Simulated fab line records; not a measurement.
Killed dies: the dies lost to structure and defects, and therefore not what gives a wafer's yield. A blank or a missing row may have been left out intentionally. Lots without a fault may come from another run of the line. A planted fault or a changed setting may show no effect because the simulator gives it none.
Which of the tools did it? | flow n5Finfet | Sampling: 23 lots, 69 wafers, 5 of 1938 route steps

== WHAT THE GAUGES SHOWED, per wafer ==
N5_GATE_CUT_INSPECT_26: inspects for defects (darkfield). Usual: rawDefectCount at 39, with a standard deviation of 16.
lot  | measured     | on               | rawDefectCount | flag
L074 | day 4 14:16  | defectInspect-02 | 36 28 10       | 
L075 | day 5 00:10  | defectInspect-01 | 75 41 70       | 
L077 | day 5 11:33  | defectInspect-01 | 34 34 53       | 
L078 | day 5 17:58  | defectInspect-01 | 22 38 20       | 
L079 | day 5 21:40  | defectInspect-01 | 39 22 35       | 
L080 | day 6 03:05  | defectInspect-01 | 34 37 40       | 
L081 | day 6 11:23  | defectInspect-02 | 49 57 48       | 
L082 | day 6 16:14  | defectInspect-02 | 34 31 66       | 
L083 | day 6 22:40  | defectInspect-02 | 76 34 62       | 
L084 | day 7 04:27  | defectInspect-01 | 36 43 43       | 
L085 | day 7 11:08  | defectInspect-02 | 25 13 30       | 
L086 | day 7 18:51  | defectInspect-02 | 22 18 24       | 
L087 | day 7 21:31  | defectInspect-01 | 43 40 29       | 
L088 | day 8 03:42  | defectInspect-01 | 33 53 71       | 
L089 | day 8 09:04  | defectInspect-01 | 66 56 65       | 
L090 | day 8 14:00  | defectInspect-02 | 27 21 14       | 
L091 | day 8 20:50  | defectInspect-01 | 46 52 21       | 
L092 | day 9 01:39  | defectInspect-02 | 22 28 29       | 
L093 | day 9 12:47  | defectInspect-01 | 23 27 31       | 
L094 | day 9 16:19  | defectInspect-01 | 21 31 20       | 
L095 | day 9 22:17  | defectInspect-02 | 52 45 34       | 
L096 | day 10 05:41 | defectInspect-01 | 26 44 39       | 
L097 | day 10 08:35 | defectInspect-01 | 52 39 20       | 

N5_MOL_CONTACT_COAG_CD_MEAS_08: target cd 28 nm. Usual: cdNm at 27.99 nm, with a standard deviation of 0.29.
lot  | measured     | on       | cdNm (nm)         | flag
L074 | day 4 14:41  | cdSem-03 | 27.99 28.10 27.45 | 
L075 | day 5 00:28  | cdSem-03 | 28.38 28.22 28.26 | 
L077 | day 5 11:58  | cdSem-02 | 27.57 28.09 28.03 | 
L078 | day 5 18:16  | cdSem-03 | 27.99 28.74 28.06 | 
L079 | day 5 21:58  | cdSem-02 | 28.20 27.84 28.36 | 
L080 | day 6 03:23  | cdSem-01 | 28.38 28.04 27.80 | 
L081 | day 6 11:41  | cdSem-01 | 27.88 28.20 28.36 | 
L082 | day 6 16:32  | cdSem-03 | 28.15 27.83 27.76 | 
L083 | day 6 23:05  | cdSem-03 | 27.52 28.32 27.84 | 
L084 | day 7 04:52  | cdSem-03 | 27.68 28.41 27.96 | 
L085 | day 7 11:34  | cdSem-02 | 28.35 27.82 27.55 | 
L086 | day 7 19:09  | cdSem-02 | 28.28 28.46 27.96 | 
L087 | day 7 21:56  | cdSem-02 | 27.87 28.06 27.98 | 
L088 | day 8 04:00  | cdSem-02 | 27.24 27.89 27.49 | 
L089 | day 8 09:29  | cdSem-01 | 28.27 28.06 27.82 | 
L090 | day 8 14:25  | cdSem-02 | 28.34 28.24 28.14 | 
L091 | day 8 21:08  | cdSem-02 | 27.78 27.75 28.18 | 
L092 | day 9 02:04  | cdSem-03 | 28.63 27.81 27.85 | 
L093 | day 9 13:05  | cdSem-02 | 28.08 27.57 27.71 | 
L094 | day 9 16:44  | cdSem-02 | 28.16 28.19 28.04 | 
L095 | day 9 22:42  | cdSem-02 | 27.95 27.59 27.78 | 
L096 | day 10 05:58 | cdSem-03 | 28.09 27.46 27.85 | 
L097 | day 10 08:53 | cdSem-03 | 28.27 28.14 27.59 | 

== WHICH TOOL RAN EACH LOT (tool, then ch and the chambers of the sampled wafers, then the start) ==
lot  | N5_GATE_CUT_STRIP_41              | N5_GATE_CUT_CUT_ETCH_54         | N5_GATE_CUT_CUT_ETCH_55
L074 | rieDiel-03 ch 1,2,3, day 4 10:20  | rieMetal-03 ch 0, day 4 10:37   | rieMetal-03 ch 0, day 4 10:44
L075 | rieDiel-01 ch 0,2, day 4 21:01    | rieMetal-02 ch 0,1, day 4 21:14 | rieMetal-02 ch 0,1, day 4 21:18
L077 | rieDiel-01 ch 0,3, day 5 08:25    | rieMetal-02 ch 0,1, day 5 08:38 | rieMetal-02 ch 0,1, day 5 08:42
L078 | rieDiel-02 ch 0,2, day 5 14:50    | rieMetal-01 ch 0,1, day 5 15:04 | rieMetal-01 ch 0,1, day 5 15:07
L079 | rieDiel-01 ch 0,1,3, day 5 18:31  | rieMetal-02 ch 0,1, day 5 18:44 | rieMetal-02 ch 0,1, day 5 18:48
L080 | rieDiel-03 ch 2,3, day 5 23:57    | rieMetal-03 ch 0,1, day 6 00:11 | rieMetal-03 ch 0,1, day 6 00:14
L081 | rieDiel-03 ch 2,3, day 6 08:13    | rieMetal-03 ch 0,1, day 6 08:27 | rieMetal-03 ch 0,1, day 6 08:31
L082 | rieDiel-03 ch 1,2,3, day 6 13:05  | rieMetal-01 ch 0,1, day 6 13:20 | rieMetal-01 ch 0,1, day 6 13:23
L083 | rieDiel-02 ch 1,2,3, day 6 19:21  | rieMetal-01 ch 0,1, day 6 19:35 | rieMetal-01 ch 0,1, day 6 19:38
L084 | rieDiel-02 ch 0,2,3, day 7 00:55  | rieMetal-01 ch 0,1, day 7 01:08 | rieMetal-01 ch 0,1, day 7 01:12
L085 | rieDiel-03 ch 0,1,2, day 7 08:00  | rieMetal-03 ch 0,1, day 7 08:13 | rieMetal-03 ch 0,1, day 7 08:17
L086 | rieDiel-01 ch 0,2, day 7 15:43    | rieMetal-02 ch 0,1, day 7 15:56 | rieMetal-02 ch 0,1, day 7 16:00
L087 | rieDiel-01 ch 0,1,2, day 7 18:22  | rieMetal-02 ch 0,1, day 7 18:36 | rieMetal-02 ch 0,1, day 7 18:40
L088 | rieDiel-03 ch 0,1,2, day 8 00:34  | rieMetal-03 ch 0,1, day 8 00:49 | rieMetal-03 ch 0,1, day 8 00:52
L089 | rieDiel-02 ch 0,1,2, day 8 05:53  | rieMetal-01 ch 0,1, day 8 06:07 | rieMetal-01 ch 0,1, day 8 06:11
L090 | rieDiel-02 ch 1,2,3, day 8 10:52  | rieMetal-01 ch 0,1, day 8 11:05 | rieMetal-01 ch 0,1, day 8 11:08
L091 | rieDiel-03 ch 0,3, day 8 17:41    | rieMetal-02 ch 0,1, day 8 17:55 | rieMetal-02 ch 0,1, day 8 17:58
L092 | rieDiel-03 ch 0,1,3, day 8 22:08  | rieMetal-03 ch 0,1, day 8 22:22 | rieMetal-03 ch 0,1, day 8 22:25
L093 | rieDiel-03 ch 0,1,3, day 9 09:11  | rieMetal-01 ch 0,1, day 9 09:25 | rieMetal-01 ch 0,1, day 9 09:29
L094 | rieDiel-01 ch 1,3, day 9 13:05    | rieMetal-01 ch 1, day 9 13:19   | rieMetal-01 ch 1, day 9 13:23
L095 | rieDiel-01 ch 1,3, day 9 18:53    | rieMetal-02 ch 0,1, day 9 19:07 | rieMetal-02 ch 0,1, day 9 19:10
L096 | rieDiel-01 ch 1,3, day 10 02:30   | rieMetal-01 ch 1, day 10 02:43  | rieMetal-01 ch 1, day 10 02:47
L097 | rieDiel-01 ch 1,2,3, day 10 05:26 | rieMetal-01 ch 0, day 10 05:40  | rieMetal-01 ch 0, day 10 05:44
- N5_GATE_CUT_STRIP_41: strips in CF4.
- N5_GATE_CUT_CUT_ETCH_54: etches TiN in Cl2/BCl3, target depth 96.7 nm.
- N5_GATE_CUT_CUT_ETCH_55: etches HfO2 in BCl3, target depth 3.2 nm.

== WHAT THE TOOLS THEMSELVES READ (means of the sampled wafers that have a number; where no wafer has one, the mark that the record gives instead) ==
N5_GATE_CUT_STRIP_41. Usual: biasPowerW is 74.99 W with standard deviation 0.21, cf4FlowSccm is 150.1 sccm with standard deviation 0.44, drypumpMotorCurrentA is 5.8 A with standard deviation 0.36, oesProductAu is 0.173 a.u. with standard deviation 0.012, rfVppV is 270.7 V with standard deviation 1.4, showerheadPlenumPTorr is 1.78 Torr with standard deviation 0.055, and throttleValvePct is 13.71 % with standard deviation 0.22.
lot  | tool       | biasPowerW (W) | cf4FlowSccm (sccm) | drypumpMotorCurrentA (A) | oesProductAu (a.u.) | rfVppV (V) | showerheadPlenumPTorr (Torr) | throttleValvePct (%) | flag
L074 | rieDiel-03 | 75.06          | 149.9              | 6.0                      | 0.169               | 270.2      | 1.76                         | 13.79                | 
L075 | rieDiel-01 | 74.94          | 149.8              | 6.1                      | 0.175               | 270.5      | 1.76                         | 13.62                | 
L077 | rieDiel-01 | 75.04          | 150.0              | 5.5                      | 0.167               | 271.1      | 1.80                         | 13.65                | 
L078 | rieDiel-02 | 75.13          | 150.0              | 5.5                      | 0.169               | 271.4      | 1.79                         | 13.85                | 
L079 | rieDiel-01 | 74.95          | 150.7              | 5.5                      | 0.166               | 271.6      | 1.79                         | 13.68                | 
L080 | rieDiel-03 | 74.83          | 150.5              | 5.9                      | 0.164               | 268.9      | 1.69                         | 13.82                | 
L081 | rieDiel-03 | 75.01          | 149.9              | 5.8                      | 0.168               | 269.7      | 1.71                         | 13.73                | 
L082 | rieDiel-03 | 74.91          | 150.5              | 6.0                      | 0.168               | 270.1      | 1.76                         | 13.81                | 
L083 | rieDiel-02 | 74.79          | 150.1              | 5.4                      | 0.182               | 269.9      | 1.78                         | 13.42                | 
L084 | rieDiel-02 | 74.76          | 150.3              | 5.6                      | 0.173               | 271.2      | 1.78                         | 13.61                | 
L085 | rieDiel-03 | 75.03          | 150.1              | 6.0                      | 0.169               | 271.0      | 1.80                         | 13.85                | 
L086 | rieDiel-01 | 74.95          | 150.2              | 6.1                      | 0.172               | 270.3      | 1.76                         | 13.65                | 
L087 | rieDiel-01 | 75.05          | 149.9              | 5.8                      | 0.173               | 269.8      | 1.77                         | 13.69                | 
L088 | rieDiel-03 | 74.88          | 150.4              | 6.0                      | 0.167               | 270.5      | 1.80                         | 13.85                | 
L089 | rieDiel-02 | 74.84          | 150.0              | 5.7                      | 0.179               | 269.9      | 1.78                         | 13.75                | 
L090 | rieDiel-02 | 75.16          | 149.7              | 5.5                      | 0.186               | 271.0      | 1.77                         | 13.44                | 
L091 | rieDiel-03 | 74.94          | 149.9              | 5.7                      | 0.168               | 271.3      | 1.76                         | 13.67                | 
L092 | rieDiel-03 | 75.06          | 150.1              | 5.9                      | 0.169               | 270.4      | 1.81                         | 13.77                | 
L093 | rieDiel-03 | 75.26          | 150.3              | 5.9                      | 0.171               | 270.8      | 1.81                         | 13.78                | 
L094 | rieDiel-01 | 75.03          | 149.9              | 5.4                      | 0.166               | 270.2      | 1.79                         | 13.76                | 
L095 | rieDiel-01 | 74.89          | 150.1              | 5.4                      | 0.170               | 270.5      | 1.79                         | 13.76                | 
L096 | rieDiel-01 | 75.17          | 150.0              | 5.5                      | 0.166               | 271.0      | 1.78                         | 13.80                | 
L097 | rieDiel-01 | 75.28          | 149.9              | 5.7                      | 0.171               | 270.2      | 1.77                         | 13.76                | 

N5_GATE_CUT_CUT_ETCH_54. Usual: drypumpMotorCurrentA 5.7 A, standard deviation 0.57; etchRfOnTimeS 36.8 s, standard deviation 1.2; oesProductAu 0.70 a.u., standard deviation 0.097; throttleValvePct 22.10 %, standard deviation 0.24.
lot  | tool        | drypumpMotorCurrentA (A) | etchRfOnTimeS (s) | oesProductAu (a.u.) | throttleValvePct (%) | flag
L074 | rieMetal-03 | 5.8                      | 38.1              | 0.62                | 22.15                | 
L075 | rieMetal-02 | 6.2                      | 37.1              | 0.66                | 22.00                | 
L077 | rieMetal-02 | 6.2                      | 37.3              | 0.65                | 22.00                | 
L078 | rieMetal-01 | 5.5                      | 35.8              | 0.73                | 22.22                | 
L079 | rieMetal-02 | 5.9                      | 36.1              | 0.75                | 21.89                | 
L080 | rieMetal-03 | 5.2                      | 38.3              | 0.76                | 22.29                | 
L081 | rieMetal-03 | 5.5                      | 37.9              | 0.69                | 22.22                | 
L082 | rieMetal-01 | 5.9                      | 36.1              | 0.70                | 22.04                | 
L083 | rieMetal-01 | 5.5                      | 35.8              | 0.72                | 22.22                | 
L084 | rieMetal-01 | 5.5                      | 36.1              | 0.72                | 22.23                | 
L085 | rieMetal-03 | 5.5                      | 37.7              | 0.67                | 22.23                | 
L086 | rieMetal-02 | 6.2                      | 37.0              | 0.64                | 22.00                | 
L087 | rieMetal-02 | 6.2                      | 37.6              | 0.63                | 22.01                | 
L088 | rieMetal-03 | 5.5                      | 38.0              | 0.67                | 22.22                | 
L089 | rieMetal-01 | 5.9                      | 35.7              | 0.70                | 22.03                | 
L090 | rieMetal-01 | 5.5                      | 36.3              | 0.71                | 22.24                | 
L091 | rieMetal-02 | 5.9                      | 36.5              | 0.72                | 21.89                | 
L092 | rieMetal-03 | 5.1                      | 37.9              | 0.73                | 22.30                | 
L093 | rieMetal-01 | 5.5                      | 35.6              | 0.71                | 22.23                | 
L094 | rieMetal-01 | 6.2                      | 36.6              | 0.67                | 21.85                | 
L095 | rieMetal-02 | 5.9                      | 36.1              | 0.71                | 21.90                | 
L096 | rieMetal-01 | 6.2                      | 36.6              | 0.67                | 21.86                | 
L097 | rieMetal-01 | 5.1                      | 35.7              | 0.72                | 22.42                | 

N5_GATE_CUT_CUT_ETCH_55. Usual: drypumpMotorCurrentA 5.7 A, standard deviation 0.57; oesProductAu 0.78 a.u., standard deviation 0.11; throttleValvePct 32.8 %, standard deviation 0.46.
lot  | tool        | drypumpMotorCurrentA (A) | oesProductAu (a.u.) | throttleValvePct (%) | flag
L074 | rieMetal-03 | 5.8                      | 0.70                | 33.4                 | 
L075 | rieMetal-02 | 6.2                      | 0.73                | 32.4                 | 
L077 | rieMetal-02 | 6.2                      | 0.73                | 32.4                 | 
L078 | rieMetal-01 | 5.5                      | 0.81                | 32.8                 | 
L079 | rieMetal-02 | 5.9                      | 0.83                | 32.2                 | 
L080 | rieMetal-03 | 5.2                      | 0.87                | 33.4                 | 
L081 | rieMetal-03 | 5.5                      | 0.78                | 33.4                 | 
L082 | rieMetal-01 | 5.9                      | 0.78                | 32.7                 | 
L083 | rieMetal-01 | 5.5                      | 0.80                | 32.8                 | 
L084 | rieMetal-01 | 5.5                      | 0.80                | 32.8                 | 
L085 | rieMetal-03 | 5.5                      | 0.76                | 33.4                 | 
L086 | rieMetal-02 | 6.2                      | 0.71                | 32.4                 | 
L087 | rieMetal-02 | 6.2                      | 0.71                | 32.4                 | 
L088 | rieMetal-03 | 5.5                      | 0.75                | 33.4                 | 
L089 | rieMetal-01 | 5.9                      | 0.77                | 32.7                 | 
L090 | rieMetal-01 | 5.5                      | 0.79                | 32.8                 | 
L091 | rieMetal-02 | 5.9                      | 0.80                | 32.2                 | 
L092 | rieMetal-03 | 5.2                      | 0.82                | 33.4                 | 
L093 | rieMetal-01 | 5.5                      | 0.78                | 32.8                 | 
L094 | rieMetal-01 | 6.2                      | 0.74                | 32.6                 | 
L095 | rieMetal-02 | 5.9                      | 0.79                | 32.2                 | 
L096 | rieMetal-01 | 6.2                      | 0.74                | 32.6                 | 
L097 | rieMetal-01 | 5.2                      | 0.80                | 32.9                 | 

== THE ANSWER, worked out from the rows above alone ==
Rule: lot off if the mean of its wafers having a number is beyond 3 standard deviations from the usual mean. Also off: a lot with no number at a reading for which 4 or more lots have one. Any other lot the step has rows for is counted as sound. After the gauges, taken in route order, come the tools' own readings; for these a lot's mean is taken, as printed above. At the first step where some lot is off, the reading lying furthest off is the one used; lots without a number count as furthest.
Nothing can be told from this: no lot is off at any reading shown.

== WHAT WAS PUT IN BY THE SIMULATOR ==
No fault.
